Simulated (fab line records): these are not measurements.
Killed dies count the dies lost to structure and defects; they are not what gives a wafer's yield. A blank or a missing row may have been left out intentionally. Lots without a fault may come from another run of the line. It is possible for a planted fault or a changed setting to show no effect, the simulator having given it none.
fab line records | flow nand_harc
record: lots: 5 wafers: 15 last_day: 23
route steps=1159 shown A_STAIRCASE@635 END@1159
lots with no fault: from the same line, run without faults
start_h: start of the lot's first displayed wafer, in hours after the record's first day | wait_h: time in hours since the lot's previous step | " identical to the entry in the row above | L1.1+2: a single row standing in for several wafers | - either no value or no given start | * or withheld: withheld | < > ~ a bound
route shown NAME@n: a module of which the file shows steps, and the number in the route of the first | usual: mean and standard deviation over wafers with no fault | same: alike in all rows | chamber/n: place in a boat | sites: readings site by site | _std_site: standard deviation of those values | _edge_site: outer sites' mean less inner sites' | radius_mm: how far each site lies from the wafer's centre | mask NAME#n: copy n | behind: tool/chamber where the wafer was last shaped | hold: the reason the lot was held/the length of the hold in hours/how it ended | device: whichever transistor did not switch (one of n, p or np) | end of line: tests run on the same wafers once the route is complete | a step without rows: its recipe alone | killed: not the wafer's yield, but the dies lost to structure and defects at the first sort | map: dies across one wafer; x = killed, . = not, _ = none there
set.NAME: the setting as run; set.NAME@STEP: as run at that earlier step | model.NAME: the simulator's own value behind a step, which no gauge read
lots at some steps of the route; a table a step, a row a wafer
services: from which hour (start_h, from the record's first day; less than 0 if before it) a tool's chamber was out of use, for how many hours, and why
== steps ==
step: NHARC_A_STAIRCASE_SRD_241
step: NHARC_A_STAIRCASE_DEHYDRATE_242
recipe: temp_c: 150 time_s: 120
step: NHARC_A_STAIRCASE_HMDS_243
recipe: time_s: 30
step: NHARC_A_STAIRCASE_COAT_244
recipe: spin_rpm: 1200
step: NHARC_A_STAIRCASE_SOFTBAKE_245
recipe: temp_c: 135 time_s: 170
step: NHARC_A_STAIRCASE_EBR_246
step: NHARC_A_STAIRCASE_EXPOSE_247
recipe: na: 0.5 dose_mj: 25.34 mask_id: SDS_1
step: NHARC_A_STAIRCASE_PEB_248
recipe: peb_temp_c: 115 peb_time_s: 130
step: NHARC_A_STAIRCASE_DEVELOP_249
recipe: time_s: 140
step: NHARC_A_STAIRCASE_HARDBAKE_251
recipe: temp_c: 120 time_s: 140
step: NHARC_A_STAIRCASE_DESCUM_252
recipe: time_s: 3 o2_flow_sccm: 200 ar_flow_sccm: 0 bias_power_w: 0 chemistry: O2
usual: chamber_pressure_mTorr: 60.01/0.05 drypump_motor_current_A: 5.6/0.41 oes_product_au: 1.001/0.0066 rf_vpp_V: 57.7/0.96 showerhead_plenum_p_Torr: 1.90/0.092 throttle_valve_pct: 11.312/0.0094
same: bias_power_w: 0 time_s: 3
columns lot.wafer tool chamber start_h wait_h chamber_pressure_mTorr drypump_motor_current_A oes_product_au rf_hours_counter_h rf_vpp_V showerhead_plenum_p_Torr throttle_valve_pct
L284.3 rie_diel-01 1 274.55 - 60.00 5.9 0.997 53 56.8 1.99 11.321
L284.2 " 2 " " 59.98 5.4 1.003 54 59.4 1.81 11.304
L284.5 " 0 " " 59.99 5.6 0.988 - 58.5 1.84 11.315
L287.1 rie_diel-05 2 297.78 - 59.89 5.3 1.008 43 57.0 1.93 11.309
L287.6 " 1 " " 60.06 6.0 0.993 - 56.0 1.90 11.307
L287.5 " 0 " " 59.94 6.1 0.996 - 58.4 1.76 11.314
L289.3 rie_diel-01 1 313.87 - 59.89 6.0 1.001 66 58.3 1.99 11.317
L289.5 " 2 " " 60.09 5.4 1.003 - 57.7 1.81 11.305
L289.6 " 3 " " 60.00 5.1 1.005 - 57.1 1.78 11.305
L295.2 rie_diel-10 1 341.74 - 60.13 5.4 0.992 56 58.4 2.06 11.316
L295.3 " 2 " " 60.01 6.1 1.001 56 58.5 2.01 11.316
L295.5 " 3 " " 59.98 5.3 0.989 - 57.6 1.98 11.321
L298.3 rie_diel-05 1 350.40 - 59.97 6.0 0.995 0 57.2 1.89 11.306
L298.2 " 3 " " 60.06 5.0 1.001 0 56.9 1.87 11.303
L298.6 " 1 " " 60.01 6.0 0.992 - 57.2 1.89 11.299
step: NHARC_A_STAIRCASE_ETCH_253
recipe: target_depth_a: 500 time_s: 20.2 ion_energy_ev: 400 c4f8_flow_sccm: 20 o2_flow_sccm: 10 ar_flow_sccm: withheld rf_w: 600 bias_w: 1000 chemistry: C4F8/O2
usual: chamber_pressure_mTorr: 25.001/0.028 oes_product_au: 0.949/0.02 rf_vpp_V: 895/6 run_length_s: 41.5/0.34
columns lot.wafer tool chamber start_h wait_h chamber_pressure_mTorr oes_product_au rf_hours_counter_h rf_vpp_V run_length_s
L284.3 rie_diel-01 3 274.62 0.1 24.991 0.919 54 887 42.0
L284.2 " 0 " " 25.007 0.920 47 891 41.3
L284.5 " 0 " " 25.036 0.917 - 892 41.4
L287.1 rie_diel-05 0 297.92 0.1 25.013 0.922 48 888 41.0
L287.6 " 2 " " 25.002 0.923 - 898 41.8
L287.5 " 0 " " 24.997 0.922 - 886 41.1
L289.3 rie_diel-01 3 313.93 0.1 24.973 0.957 68 888 41.7
L289.6 " 3 " " 25.010 0.951 - 886 41.6
L289.5 " 0 " " 24.976 0.973 - 890 30.6
L295.3 rie_diel-10 1 341.81 0.1 25.014 0.967 56 905 42.1
L295.2 " 0 " " 24.996 0.944 57 888 41.0
L295.5 " 2 " " 25.038 0.967 - 901 41.5
L298.3 rie_diel-05 0 350.49 0.1 24.945 0.972 0 906 41.0
L298.2 " 2 " " 25.003 0.966 0 896 41.2
L298.6 " 0 " " 24.990 0.971 - 907 40.9
step: NHARC_A_STAIRCASE_STRIP_254
recipe: power_w: 1500 temp_c: 250 chemistry: O2
usual: drypump_motor_current_A: 6.2/0.43 heater_power_w: 332/20
columns lot.wafer tool chamber start_h wait_h drypump_motor_current_A heater_power_w rf_hours_counter_h
L284.2 plasma_asher-02 0 274.77 - 5.9 352 24
L284.3 " 1 " " 5.6 303 -
L284.5 " 0 " " 5.9 350 -
L287.1 plasma_asher-02 1 298.06 - 5.6 295 34
L287.6 " 0 " " 5.9 346 -
L287.5 " 1 " " 5.6 296 -
L289.3 plasma_asher-02 1 314.11 - 5.6 304 -
L289.5 " 1 " " 5.6 301 -
L289.6 " 0 " " 5.9 360 -
L295.2 plasma_asher-01 0 341.90 - 6.5 331 21
L295.3 " 1 " " 6.6 341 -
L295.5 " 0 " " 6.5 335 -
L298.2 plasma_asher-02 1 350.57 - 5.6 302 51
L298.3 " 1 " " 5.5 305 -
L298.6 " 1 " " 5.6 298 -
step: NHARC_END_SORT_01
recipe: temp_c: 25
usual: killed_at_array: 28/8.9 killed_at_other: 0.8/1.2 killed_at_periphery: 3.3/2.3 killed_dies: 32/9.4 killed_open: 3.2/1.8 killed_short: 1.9/1.4
same: gross_dies: 677
columns lot.wafer tool chamber start_h wait_h killed_at_array killed_at_other killed_at_periphery killed_dies killed_open killed_short
L289.5 prober-01 0 505.97 3.8 595 0 0 595 3 2
L289.6 prober-01 0 506.78 4.1 32 1 0 33 0 2
killed by level:class
L289.5 A_STAIRCASE:area_etch=549 A_CHANNEL_HOLE_D1:chamber_film_flake=18 A_SLIT:chamber_film_flake=12 A_STAIRCASE:chamber_film_flake=7 A_CONTACT:chamber_film_flake=4 A_WL_FILL:geometric_particle:open=2 A_ONON_D1:geometric_particle:short=1 A_STAIRCASE:geometric_particle:open=1
L289.6 A_CHANNEL_HOLE_D1:chamber_film_flake=14 A_SLIT:chamber_film_flake=10 A_STAIRCASE:chamber_film_flake=3 A_CHANNEL_FILL_D1:geometric_particle:short=2 A_CONTACT:chamber_film_flake=2 A_BLC:chamber_film_flake=1 THIN_TSV:chamber_film_flake=1
map L289.5 (x killed, . not)
____________x____________
_________xxxxxxx_________
_______xxxxxxxxxxx_______
______xxxxxxxxxxxxx______
_____xxxxxxxxxxxxxxx_____
____xxxxxxxxxxxxxxxxx____
____xxxxxxxxxxxxxxxxx____
___xxxxxxxxxxxxxxxxxxx___
___xx.xxxxxxxxxxxx.xxx___
__xxxxxxxxxxxxxxxxx.xxx__
__xxxxxxxxxxx.x.x..xxxx__
_xxxxxxxxxxxxx.xxx.xxxxx_
_xxxxxxxxxxxxx.xxxxxxxxx_
_xxxxxxxxxxxxxx.xxxxxxxx_
_xxxxxxx.xxxx..xxx.xx.xx_
_xx.xxxxxx.xxxxxx.xxxxxx_
xxxxxxxxxxxx.xxxxxxx.xxxx
xxxxxxxxx.xxxxxx.x.xxxxxx
xxxxxxx.xxx.x..x.xxxxxxx.
xxxxxxxxxxx.xxxx.xxxxxx.x
xxxxxxxxxxxxx..xx...xxxx.
_xxxxxxxxx.x.x..xxxxxx.x_
_xxxxxxx.xxxx..xxxxxx.xx_
_xxxxxxxxxxx.xxxxxxxx..x_
_xxxxx.xx.x.xxx.x.xxxxx._
_xxxxxx.xxxxxx.xxxx.xxx._
__xxxxxxxxxxxxxx.x.xxxx__
__.x.xxxxxxxx.x.xxxxxxx__
___xxxxx.xxxxx.xxxxxx.___
___xxx.xx.xxx.xxxxxxxx___
____xxxxxxxx.xxxxxxxx____
____xxxx.xxxxx.xxxx.x____
_____xxxxxx.xxx.xxxx_____
______xxxxxxx.xxxxx______
_______xxxxxxx.x.x_______
_________xxxxxxx_________
____________x____________
map L284.3 (x killed, . not)
____________.____________
_________......x_________
_______......xxxx._______
______.......x..x..______
_____........x......_____
____..........x...x..____
____.....x.....x.....____
___............x......___
___...................___
__.....................__
__.....................__
_......................._
_......................._
_......................._
_......................._
_......................._
.....x...................
......x.........x........
....x................x...
...x.....................
.........................
_.x.x..................._
_.x.............x.x....._
_.................x....._
_..x.............x......_
_..............x...x...._
__x..............x.....__
__.....................__
___...................___
___.............x.....___
____.................____
____.........x.......____
_____..x............_____
______...........x.______
_______..........._______
_________......._________
____________.____________
== services ==
columns tool chamber start_h hours kind
plasma_asher-02 - 253.11 1.6 repair
plasma_asher-02 - 264.87 6.9 repair
rie_diel-01 0 270.31 - clean
rie_diel-01 1 270.31 - clean
rie_diel-01 2 270.31 - clean
rie_diel-01 3 270.31 - clean
rie_diel-05 0 272.38 - clean
rie_diel-05 1 272.38 - clean
rie_diel-05 2 272.38 - clean
rie_diel-05 3 272.38 - clean
plasma_asher-01 - 276.77 9.0 pm
rie_diel-01 0 294.81 - clean
rie_diel-01 1 294.81 - clean
rie_diel-01 2 294.81 - clean
rie_diel-01 3 294.81 - clean
rie_diel-05 0 296.92 - clean
rie_diel-05 1 296.92 - clean
rie_diel-05 2 296.92 - clean
rie_diel-05 3 296.92 - clean
rie_diel-01 - 315.10 9.0 pm
rie_diel-01 0 315.10 9.0 vent_cycle
rie_diel-01 1 315.10 9.0 vent_cycle
rie_diel-01 2 315.10 9.0 vent_cycle
rie_diel-05 - 340.75 9.0 pm
== key ==
first_sign: step: NHARC_A_STAIRCASE_ETCH_253 reading: run_length_s direction: down sigmas: 32 usual: * struck: *
effect: step: NHARC_END_SORT_01 reading: killed_at_array direction: up sigmas: 63 usual: 28 struck: 595
more_kills_born_at: NHARC_A_STAIRCASE_ETCH_253@rie_diel-01: 549
met_at NHARC_A_STAIRCASE_ETCH_253
struck_wafers L289.5
later_rows_left_out L289.5
tester_left_out L289
onset_between 274.62 313.93
fault: kind: process_parameter_drift tool: rie_diel-01 chamber: 0 onset_h: 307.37 steps: NHARC_A_STAIRCASE_ETCH_253 channel: time_s offset: * shape: step end_h: 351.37 acts_in: * stated: *
tester_left_out: of these lots the tester's yield and bins aren't shown, on N5 and GAA mostly nor the transistor test; their killed dies are dies lost to structure and defects alone, not to doping, threshold or leakage, so they don't give the yield
later_rows_left_out: the simulator's readings of these wafers behind a module that went badly wrong aren't trusted and aren't shown, but for the sort
